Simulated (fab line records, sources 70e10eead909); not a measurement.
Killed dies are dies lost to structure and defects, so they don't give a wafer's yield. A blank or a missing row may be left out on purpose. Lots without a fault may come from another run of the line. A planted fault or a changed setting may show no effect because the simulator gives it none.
Which tool did it? | flow nand_harc | 24 lots, 72 wafers sampled, at 6 steps of a route of 1159

WHAT THE GAUGES READ, wafer by wafer
The record holds no reading of a measuring or inspecting step that can be judged against a usual standard deviation.

WHICH TOOL RAN EACH LOT (tool, then ch and the chambers of the sampled wafers, then the start)
lot  | NHARC_A_STAIRCASE_ETCH_19                     | NHARC_A_STAIRCASE_ETCH_27                     | NHARC_A_STAIRCASE_TRIM_222                    | NHARC_A_STAIRCASE_TRIM_226                    | NHARC_A_STAIRCASE_TRIM_231                    | NHARC_A_STAIRCASE_STRIP_238
L076 | rie_diel-08 ch 2,3, day 11 22:46 or earlier   | rie_diel-08 ch 1,2, day 11 22:46 or earlier   | rie_diel-08 ch 1,2, day 11 22:46 or earlier   | rie_diel-08 ch 0,1,3, day 11 22:46 or earlier | rie_diel-01 ch 1,2, day 11 22:46 or earlier   | plasma_asher-02 ch 0,1, day 11 22:46
L074 | rie_diel-07 ch 0,1,2, day 11 23:47 or earlier | rie_diel-01 ch 1,2,3, day 11 23:47 or earlier | rie_diel-08 ch 0,1,3, day 11 23:47 or earlier | rie_diel-08 ch 1,2,3, day 11 23:47 or earlier | rie_diel-08 ch 1,2,3, day 11 23:47 or earlier | plasma_asher-02 ch 0,1, day 11 23:47
L075 | rie_diel-08 ch 0,2, day 12 03:01 or earlier   | rie_diel-07 ch 0,1, day 12 03:01 or earlier   | rie_diel-01 ch 0,3, day 12 03:01 or earlier   | rie_diel-01 ch 0,1,2, day 12 03:01 or earlier | rie_diel-08 ch 1,3, day 12 03:01 or earlier   | plasma_asher-01 ch 0,1, day 12 03:01
L079 | rie_diel-01 ch 1,2,3, day 12 09:45 or earlier | rie_diel-08 ch 0,1,2, day 12 09:45 or earlier | rie_diel-08 ch 0,1, day 12 09:45 or earlier   | rie_diel-08 ch 0,1,3, day 12 09:45 or earlier | rie_diel-01 ch 0,1,2, day 12 09:45 or earlier | plasma_asher-01 ch 0,1, day 12 09:45
L077 | rie_diel-07 ch 1,2,3, day 12 11:06 or earlier | rie_diel-01 ch 0,1, day 12 11:06 or earlier   | rie_diel-01 ch 0,1, day 12 11:06 or earlier   | rie_diel-01 ch 2,3, day 12 11:06 or earlier   | rie_diel-08 ch 0,1,2, day 12 11:06 or earlier | plasma_asher-01 ch 0,1, day 12 11:06
L078 | rie_diel-07 ch 1,2,3, day 12 10:26 or earlier | rie_diel-07 ch 0,2,3, day 12 10:26 or earlier | rie_diel-08 ch 0,3, day 12 10:26 or earlier   | rie_diel-08 ch 0,1,3, day 12 10:26 or earlier | rie_diel-08 ch 0,1,2, day 12 10:26 or earlier | plasma_asher-02 ch 0,1, day 12 10:26
L080 | rie_diel-01 ch 0,2, day 12 14:54 or earlier   | rie_diel-01 ch 0,2, day 12 14:54 or earlier   | rie_diel-08 ch 1,2,3, day 12 14:54 or earlier | rie_diel-08 ch 1,2,3, day 12 14:54 or earlier | rie_diel-07 ch 2,3, day 12 14:54 or earlier   | plasma_asher-02 ch 0,1, day 12 14:54
L081 | rie_diel-07 ch 0,2,3, day 12 15:11 or earlier | rie_diel-07 ch 0,1,2, day 12 15:11 or earlier | rie_diel-07 ch 0,1,2, day 12 15:11 or earlier | rie_diel-07 ch 0,1,3, day 12 15:11 or earlier | rie_diel-08 ch 0,2,3, day 12 15:11 or earlier | plasma_asher-02 ch 0,1, day 12 15:11
L082 | rie_diel-01 ch 0,1,3, day 13 22:01 or earlier | rie_diel-08 ch 0,1,2, day 13 22:01 or earlier | rie_diel-07 ch 0,2,3, day 13 22:01 or earlier | rie_diel-07 ch 1,2, day 13 22:01 or earlier   | rie_diel-01 ch 0,3, day 13 22:01 or earlier   | plasma_asher-01 ch 0,1, day 13 22:01
L084 | rie_diel-08 ch 0,1,3, day 13 23:22 or earlier | rie_diel-01 ch 0,1,2, day 13 23:22 or earlier | rie_diel-07 ch 1,2, day 13 23:22 or earlier   | rie_diel-07 ch 1,3, day 13 23:22 or earlier   | rie_diel-07 ch 2,3, day 13 23:22 or earlier   | plasma_asher-01 ch 0,1, day 13 23:22
L083 | rie_diel-07 ch 1,2,3, day 14 03:32 or earlier | rie_diel-07 ch 0,2, day 14 03:32 or earlier   | rie_diel-08 ch 0,1,3, day 14 03:32 or earlier | rie_diel-08 ch 0,3, day 14 03:32 or earlier   | rie_diel-08 ch 2,3, day 14 03:32 or earlier   | plasma_asher-01 ch 0,1, day 14 03:32
L086 | rie_diel-01 ch 0,1,2, day 14 08:20 or earlier | rie_diel-07 ch 1,2, day 14 08:20 or earlier   | rie_diel-07 ch 1,2,3, day 14 08:20 or earlier | rie_diel-07 ch 0,1, day 14 08:20 or earlier   | rie_diel-07 ch 0,1,3, day 14 08:20 or earlier | plasma_asher-02 ch 0,1, day 14 08:20
L088 | rie_diel-01 ch 0,1, day 14 09:17 or earlier   | rie_diel-07 ch 0,1,3, day 14 09:17 or earlier | rie_diel-07 ch 1,2,3, day 14 09:17 or earlier | rie_diel-07 ch 0,2, day 14 09:17 or earlier   | rie_diel-07 ch 1,2, day 14 09:17 or earlier   | plasma_asher-01 ch 0,1, day 14 09:17
L085 | rie_diel-01 ch 1,2,3, day 14 13:08 or earlier | rie_diel-07 ch 1,3, day 14 13:08 or earlier   | rie_diel-08 ch 1,2,3, day 14 13:08 or earlier | rie_diel-08 ch 0,2,3, day 14 13:08 or earlier | rie_diel-01 ch 0,2,3, day 14 13:08 or earlier | plasma_asher-02 ch 0,1, day 14 13:08
L087 | rie_diel-07 ch 2,3, day 15 03:45 or earlier   | rie_diel-07 ch 1,2,3, day 15 03:45 or earlier | rie_diel-01 ch 0,1,2, day 15 03:45 or earlier | rie_diel-01 ch 0,1,3, day 15 03:45 or earlier | rie_diel-01 ch 1,2,3, day 15 03:45 or earlier | plasma_asher-01 ch 0,1, day 15 03:45
L089 | rie_diel-01 ch 0,2,3, day 15 02:43 or earlier | rie_diel-07 ch 0,3, day 15 02:43 or earlier   | rie_diel-08 ch 0,3, day 15 02:43 or earlier   | rie_diel-08 ch 0,1, day 15 02:43 or earlier   | rie_diel-08 ch 2,3, day 15 02:43 or earlier   | plasma_asher-02 ch 0,1, day 15 02:43
L090 | rie_diel-08 ch 0,1,3, day 15 13:23 or earlier | rie_diel-08 ch 0,2,3, day 15 13:23 or earlier | rie_diel-07 ch 0,1, day 15 13:23 or earlier   | rie_diel-07 ch 0,3, day 15 13:23 or earlier   | rie_diel-01 ch 1,2, day 15 13:23 or earlier   | plasma_asher-02 ch 0,1, day 15 13:23
L091 | rie_diel-07 ch 0,2,3, day 16 00:46 or earlier | rie_diel-01 ch 0,2,3, day 16 00:46 or earlier | rie_diel-01 ch 0,1,3, day 16 00:46 or earlier | rie_diel-01 ch 1,2,3, day 16 00:46 or earlier | rie_diel-08 ch 0,3, day 16 00:46 or earlier   | plasma_asher-01 ch 0,1, day 16 00:46
L092 | rie_diel-01 ch 0,2,3, day 16 00:37 or earlier | rie_diel-01 ch 0,3, day 16 00:37 or earlier   | rie_diel-07 ch 1,2, day 16 00:37 or earlier   | rie_diel-07 ch 0,1,2, day 16 00:37 or earlier | rie_diel-01 ch 0,1,3, day 16 00:37 or earlier | plasma_asher-01 ch 0,1, day 16 00:37
L094 | rie_diel-07 ch 0,1, day 16 04:12 or earlier   | rie_diel-07 ch 0,1,2, day 16 04:12 or earlier | rie_diel-01 ch 0,2,3, day 16 04:12 or earlier | rie_diel-01 ch 0,2,3, day 16 04:12 or earlier | rie_diel-01 ch 1,2,3, day 16 04:12 or earlier | plasma_asher-01 ch 0,1, day 16 04:12
L093 | rie_diel-01 ch 0,2,3, day 16 04:23 or earlier | rie_diel-07 ch 0,1,2, day 16 04:23 or earlier | rie_diel-08 ch 0,2,3, day 16 04:23 or earlier | rie_diel-08 ch 2,3, day 16 04:23 or earlier   | rie_diel-07 ch 0,1,3, day 16 04:23 or earlier | plasma_asher-01 ch 0,1, day 16 04:23
L095 | rie_diel-08 ch 0,1,3, day 16 19:19 or earlier | rie_diel-08 ch 1,2,3, day 16 19:19 or earlier | rie_diel-08 ch 0,2,3, day 16 19:19 or earlier | rie_diel-08 ch 0,2,3, day 16 19:19 or earlier | rie_diel-08 ch 0,2,3, day 16 19:19 or earlier | plasma_asher-01 ch 0,1, day 16 19:19
L096 | rie_diel-08 ch 1,2,3, day 17 01:05 or earlier | rie_diel-07 ch 0,1,2, day 17 01:05 or earlier | rie_diel-01 ch 1,2,3, day 17 01:05 or earlier | rie_diel-01 ch 1,2,3, day 17 01:05 or earlier | rie_diel-08 ch 1,2,3, day 17 01:05 or earlier | plasma_asher-01 ch 0,1, day 17 01:05
L097 | rie_diel-07 ch 1,2,3, day 17 03:26 or earlier | rie_diel-07 ch 0,1,2, day 17 03:26 or earlier | rie_diel-01 ch 0,1,2, day 17 03:26 or earlier | rie_diel-01 ch 0,1,2, day 17 03:26 or earlier | rie_diel-01 ch 0,3, day 17 03:26 or earlier   | plasma_asher-02 ch 0,1, day 17 03:26
- NHARC_A_STAIRCASE_ETCH_19: etches the open film in C4F8/O2, target depth 100 nm, time 40.5 s.
- NHARC_A_STAIRCASE_ETCH_27: etches the open film in C4F8/O2, target depth 100 nm, time 40.5 s.
- NHARC_A_STAIRCASE_TRIM_222: chemistry O2, time 211.2 s.
- NHARC_A_STAIRCASE_TRIM_226: chemistry O2, time 211.2 s.
- NHARC_A_STAIRCASE_TRIM_231: chemistry O2, time 211.2 s.
- NHARC_A_STAIRCASE_STRIP_238: strips in O2.

WHAT THE TOOLS THEMSELVES READ (means of the sampled wafers that have a number; where no wafer has one, the mark that the record gives instead)
NHARC_A_STAIRCASE_ETCH_19. Usual: oes_product_au 0.945 a.u., standard deviation 0.01; rf_vpp_V 894 V, standard deviation 4.8.
lot  | tool        | oes_product_au (a.u.) | rf_vpp_V (V) | flag
L076 | rie_diel-08 | 0.942                 | 888          |
L074 | rie_diel-07 | 0.961                 | 900          |
L075 | rie_diel-08 | 0.943                 | 890          |
L079 | rie_diel-01 | 0.942                 | 894          |
L077 | rie_diel-07 | 0.946                 | 895          |
L078 | rie_diel-07 | 0.958                 | 896          |
L080 | rie_diel-01 | 0.941                 | 895          |
L081 | rie_diel-07 | 0.943                 | 900          |
L082 | rie_diel-01 | 0.935                 | 891          |
L084 | rie_diel-08 | 0.947                 | 890          |
L083 | rie_diel-07 | 0.954                 | 895          |
L086 | rie_diel-01 | 0.940                 | 892          |
L088 | rie_diel-01 | 0.938                 | 888          |
L085 | rie_diel-01 | 0.939                 | 894          |
L087 | rie_diel-07 | 0.944                 | 895          |
L089 | rie_diel-01 | 0.942                 | 894          |
L090 | rie_diel-08 | 0.942                 | 891          |
L091 | rie_diel-07 | 0.943                 | 898          |
L092 | rie_diel-01 | 0.944                 | 893          |
L094 | rie_diel-07 | 0.950                 | 900          |
L093 | rie_diel-01 | 0.942                 | 893          |
L095 | rie_diel-08 | 0.943                 | 890          |
L096 | rie_diel-08 | 0.941                 | 891          |
L097 | rie_diel-07 | 0.947                 | 895          |

NHARC_A_STAIRCASE_ETCH_27. Usual: oes_product_au 0.944 a.u., standard deviation 0.015; rf_vpp_V 895 V, standard deviation 5.
lot  | tool        | oes_product_au (a.u.) | rf_vpp_V (V) | flag
L076 | rie_diel-08 | 0.940                 | 893          |
L074 | rie_diel-01 | 0.937                 | 895          |
L075 | rie_diel-07 | 0.954                 | 902          |
L079 | rie_diel-08 | 0.943                 | 891          |
L077 | rie_diel-01 | 0.944                 | 888          |
L078 | rie_diel-07 | 0.951                 | 899          |
L080 | rie_diel-01 | 0.944                 | 896          |
L081 | rie_diel-07 | 0.945                 | 899          |
L082 | rie_diel-08 | 0.949                 | 891          |
L084 | rie_diel-01 | 0.941                 | 892          |
L083 | rie_diel-07 | 0.934                 | 900          |
L086 | rie_diel-07 | 0.934                 | 895          |
L088 | rie_diel-07 | 0.931                 | 898          |
L085 | rie_diel-07 | 0.939                 | 894          |
L087 | rie_diel-07 | 0.933                 | 895          |
L089 | rie_diel-07 | 0.984                 | 901          |
L090 | rie_diel-08 | 0.938                 | 889          |
L091 | rie_diel-01 | 0.938                 | 894          |
L092 | rie_diel-01 | 0.945                 | 893          |
L094 | rie_diel-07 | 0.937                 | 899          |
L093 | rie_diel-07 | 0.955                 | 899          |
L095 | rie_diel-08 | 0.942                 | 891          |
L096 | rie_diel-07 | 0.950                 | 898          |
L097 | rie_diel-07 | 0.956                 | 898          |

NHARC_A_STAIRCASE_TRIM_222. Usual: drypump_motor_current_A 5.7 A, standard deviation 0.38; oes_product_au 1.003 a.u., standard deviation 0.0095; rf_vpp_V 57.6 V, standard deviation 0.84; showerhead_plenum_p_Torr 3.45 Torr, standard deviation 0.12; throttle_valve_pct 17.036 %, standard deviation 0.0092.
lot  | tool        | drypump_motor_current_A (A) | oes_product_au (a.u.) | rf_vpp_V (V) | showerhead_plenum_p_Torr (Torr) | throttle_valve_pct (%) | flag
L076 | rie_diel-08 | 5.7                         | 0.989                 | 58.0         | 3.46                            | 17.044                 |
L074 | rie_diel-08 | 5.6                         | 1.008                 | 57.5         | 3.39                            | 17.033                 |
L075 | rie_diel-01 | 6.3                         | 1.000                 | 58.0         | 3.37                            | 17.031                 |
L079 | rie_diel-08 | 5.7                         | 1.015                 | 57.3         | 3.38                            | 17.025                 |
L077 | rie_diel-01 | 6.2                         | 1.013                 | 56.7         | 3.32                            | 17.049                 |
L078 | rie_diel-08 | 5.7                         | 1.017                 | 57.3         | 3.33                            | 17.033                 |
L080 | rie_diel-08 | 5.7                         | 1.005                 | 57.0         | 3.40                            | 17.040                 |
L081 | rie_diel-07 | 5.8                         | 1.019                 | 58.1         | 3.61                            | 17.042                 |
L082 | rie_diel-07 | 5.7                         | 1.001                 | 57.5         | 3.60                            | 17.035                 |
L084 | rie_diel-07 | 5.8                         | 1.006                 | 57.9         | 3.53                            | 17.040                 |
L083 | rie_diel-08 | 5.6                         | 0.992                 | 57.8         | 3.38                            | 17.043                 |
L086 | rie_diel-07 | 5.6                         | 1.012                 | 57.2         | 3.51                            | 17.035                 |
L088 | rie_diel-07 | 5.6                         | 0.999                 | 58.0         | 3.51                            | 17.041                 |
L085 | rie_diel-08 | 5.7                         | 1.002                 | 57.2         | 3.39                            | 17.033                 |
L087 | rie_diel-01 | 6.0                         | 1.002                 | 57.6         | 3.42                            | 17.039                 |
L089 | rie_diel-08 | 5.6                         | 1.004                 | 57.9         | 3.32                            | 17.040                 |
L090 | rie_diel-07 | 5.7                         | 1.003                 | 57.7         | 3.58                            | 17.034                 |
L091 | rie_diel-01 | 5.7                         | 0.997                 | 57.2         | 3.36                            | 17.037                 |
L092 | rie_diel-07 | 5.7                         | 1.008                 | 57.0         | 3.51                            | 17.029                 |
L094 | rie_diel-01 | 6.0                         | 1.008                 | 57.4         | 3.45                            | 17.033                 |
L093 | rie_diel-08 | 5.8                         | 1.003                 | 57.4         | 3.33                            | 17.035                 |
L095 | rie_diel-08 | 5.8                         | 1.003                 | 57.1         | 3.33                            | 17.037                 |
L096 | rie_diel-01 | 5.5                         | 0.992                 | 58.6         | 3.46                            | 17.043                 |
L097 | rie_diel-01 | 5.9                         | 1.011                 | 57.8         | 3.41                            | 17.042                 |

NHARC_A_STAIRCASE_TRIM_226. Usual: drypump_motor_current_A 5.7 A, standard deviation 0.38; oes_product_au 1.002 a.u., standard deviation 0.009; rf_vpp_V 57.7 V, standard deviation 0.9; showerhead_plenum_p_Torr 3.45 Torr, standard deviation 0.13; throttle_valve_pct 17.036 %, standard deviation 0.0094.
lot  | tool        | drypump_motor_current_A (A) | oes_product_au (a.u.) | rf_vpp_V (V) | showerhead_plenum_p_Torr (Torr) | throttle_valve_pct (%) | flag
L076 | rie_diel-08 | 5.6                         | 1.007                 | 57.7         | 3.39                            | 17.032                 |
L074 | rie_diel-08 | 5.7                         | 0.993                 | 57.0         | 3.40                            | 17.032                 |
L075 | rie_diel-01 | 5.9                         | 1.004                 | 57.0         | 3.43                            | 17.036                 |
L079 | rie_diel-08 | 5.7                         | 1.007                 | 57.7         | 3.38                            | 17.023                 |
L077 | rie_diel-01 | 5.5                         | 0.983                 | 58.4         | 3.53                            | 17.047                 |
L078 | rie_diel-08 | 5.6                         | 1.008                 | 57.3         | 3.38                            | 17.033                 |
L080 | rie_diel-08 | 5.7                         | 1.008                 | 57.8         | 3.40                            | 17.050                 |
L081 | rie_diel-07 | 5.6                         | 1.005                 | 57.6         | 3.59                            | 17.037                 |
L082 | rie_diel-07 | 5.9                         | 1.011                 | 57.1         | 3.53                            | 17.029                 |
L084 | rie_diel-07 | 5.6                         | 1.002                 | 58.4         | 3.50                            | 17.039                 |
L083 | rie_diel-08 | 5.6                         | 0.999                 | 57.5         | 3.33                            | 17.027                 |
L086 | rie_diel-07 | 5.7                         | 1.008                 | 58.1         | 3.59                            | 17.043                 |
L088 | rie_diel-07 | 5.9                         | 1.004                 | 58.0         | 3.62                            | 17.030                 |
L085 | rie_diel-08 | 5.8                         | 0.993                 | 57.4         | 3.34                            | 17.029                 |
L087 | rie_diel-01 | 5.8                         | 1.002                 | 57.4         | 3.37                            | 17.039                 |
L089 | rie_diel-08 | 5.6                         | 0.996                 | 57.1         | 3.43                            | 17.033                 |
L090 | rie_diel-07 | 5.5                         | 0.996                 | 58.1         | 3.57                            | 17.029                 |
L091 | rie_diel-01 | 5.5                         | 0.992                 | 58.1         | 3.47                            | 17.032                 |
L092 | rie_diel-07 | 5.8                         | 1.013                 | 58.5         | 3.59                            | 17.032                 |
L094 | rie_diel-01 | 6.0                         | 1.000                 | 57.2         | 3.45                            | 17.039                 |
L093 | rie_diel-08 | 5.7                         | 0.998                 | 57.7         | 3.33                            | 17.027                 |
L095 | rie_diel-08 | 5.7                         | 1.002                 | 57.8         | 3.33                            | 17.038                 |
L096 | rie_diel-01 | 5.5                         | 0.997                 | 58.2         | 3.46                            | 17.030                 |
L097 | rie_diel-01 | 5.9                         | 1.006                 | 56.9         | 3.41                            | 17.034                 |

NHARC_A_STAIRCASE_TRIM_231. Usual: drypump_motor_current_A 5.8 A, standard deviation 0.43; oes_product_au 1.004 a.u., standard deviation 0.0086; rf_vpp_V 57.6 V, standard deviation 0.86; showerhead_plenum_p_Torr 3.43 Torr, standard deviation 0.13; throttle_valve_pct 17.037 %, standard deviation 0.0094.
lot  | tool        | drypump_motor_current_A (A) | oes_product_au (a.u.) | rf_vpp_V (V) | showerhead_plenum_p_Torr (Torr) | throttle_valve_pct (%) | flag
L076 | rie_diel-01 | 5.4                         | 1.003                 | 57.8         | 3.45                            | 17.031                 |
L074 | rie_diel-08 | 5.7                         | 1.006                 | 56.6         | 3.40                            | 17.034                 |
L075 | rie_diel-08 | 5.5                         | 1.009                 | 58.1         | 3.44                            | 17.048                 |
L079 | rie_diel-01 | 5.9                         | 1.001                 | 57.2         | 3.43                            | 17.037                 |
L077 | rie_diel-08 | 5.7                         | 1.000                 | 57.5         | 3.40                            | 17.032                 |
L078 | rie_diel-08 | 5.7                         | 1.006                 | 57.4         | 3.40                            | 17.026                 |
L080 | rie_diel-07 | 5.7                         | 1.003                 | 57.8         | 3.54                            | 17.038                 |
L081 | rie_diel-08 | 5.8                         | 1.009                 | 57.7         | 3.35                            | 17.034                 |
L082 | rie_diel-01 | 6.3                         | 1.002                 | 56.9         | 3.36                            | 17.036                 |
L084 | rie_diel-07 | 5.8                         | 1.007                 | 57.9         | 3.53                            | 17.035                 |
L083 | rie_diel-08 | 5.7                         | 1.000                 | 57.4         | 3.35                            | 17.035                 |
L086 | rie_diel-07 | 5.6                         | 1.005                 | 59.1         | 3.58                            | 17.030                 |
L088 | rie_diel-07 | 5.7                         | 1.018                 | 58.1         | 3.51                            | 17.047                 |
L085 | rie_diel-01 | 6.1                         | 0.993                 | 57.5         | 3.46                            | 17.043                 |
L087 | rie_diel-01 | 5.5                         | 1.002                 | 58.0         | 3.47                            | 17.035                 |
L089 | rie_diel-08 | 5.7                         | 1.006                 | 57.4         | 3.34                            | 17.034                 |
L090 | rie_diel-01 | 5.7                         | 1.003                 | 57.8         | 3.52                            | 17.038                 |
L091 | rie_diel-08 | 5.6                         | 1.003                 | 57.5         | 3.32                            | 17.038                 |
L092 | rie_diel-01 | 5.7                         | 1.010                 | 57.6         | 3.36                            | 17.037                 |
L094 | rie_diel-01 | 5.5                         | 0.996                 | 58.1         | 3.47                            | 17.043                 |
L093 | rie_diel-07 | 5.6                         | 1.001                 | 58.1         | 3.57                            | 17.040                 |
L095 | rie_diel-08 | 5.8                         | 0.994                 | 57.4         | 3.33                            | 17.027                 |
L096 | rie_diel-08 | 5.7                         | 0.998                 | 57.1         | 3.38                            | 17.035                 |
L097 | rie_diel-01 | 5.8                         | 1.002                 | 57.7         | 3.40                            | 17.025                 |

NHARC_A_STAIRCASE_STRIP_238. Usual: drypump_motor_current_A 5.7 A, standard deviation 0.44; heater_power_w 327 W, standard deviation 24.
lot  | tool            | drypump_motor_current_A (A) | heater_power_w (W) | flag
L076 | plasma_asher-02 | 5.7                         | 336                |
L074 | plasma_asher-02 | 5.7                         | 331                |
L075 | plasma_asher-01 | 5.4                         | 320                |
L079 | plasma_asher-01 | 5.7                         | 319                |
L077 | plasma_asher-01 | 5.4                         | 324                |
L078 | plasma_asher-02 | 5.7                         | 334                |
L080 | plasma_asher-02 | 6.0                         | 353                |
L081 | plasma_asher-02 | 5.7                         | 330                |
L082 | plasma_asher-01 | 5.4                         | 317                |
L084 | plasma_asher-01 | 5.7                         | 315                |
L083 | plasma_asher-01 | 5.7                         | 313                |
L086 | plasma_asher-02 | 5.7                         | 337                |
L088 | plasma_asher-01 | 5.4                         | 316                |
L085 | plasma_asher-02 | 5.7                         | 332                |
L087 | plasma_asher-01 | 5.4                         | 313                |
L089 | plasma_asher-02 | 5.7                         | 333                |
L090 | plasma_asher-02 | 5.7                         | 331                |
L091 | plasma_asher-01 | 5.4                         | 318                |
L092 | plasma_asher-01 | 5.7                         | 313                |
L094 | plasma_asher-01 | 5.7                         | 305                |
L093 | plasma_asher-01 | 5.4                         | 316                |
L095 | plasma_asher-01 | 5.7                         | 309                |
L096 | plasma_asher-01 | 5.7                         | 311                |
L097 | plasma_asher-02 | 6.0                         | 337                |

THE ANSWER, worked out from the rows above alone
Rule: a lot is off if the mean of its wafers that have a number lies more than 3 standard deviations from the usual mean. A lot without any number at a reading at which 4 lots or more have one is off too. The other lots that the step has rows for count as sound. The gauges are gone through in route order, then the tools' own readings, and for those a lot's mean is taken as printed above. The first step at which some lot is off is used, and at that step the reading that is off furthest; a lot without a number counts as furthest.
No lot is off at any reading shown: from this, nothing can be told.

WHAT THE SIMULATOR HAD PUT IN
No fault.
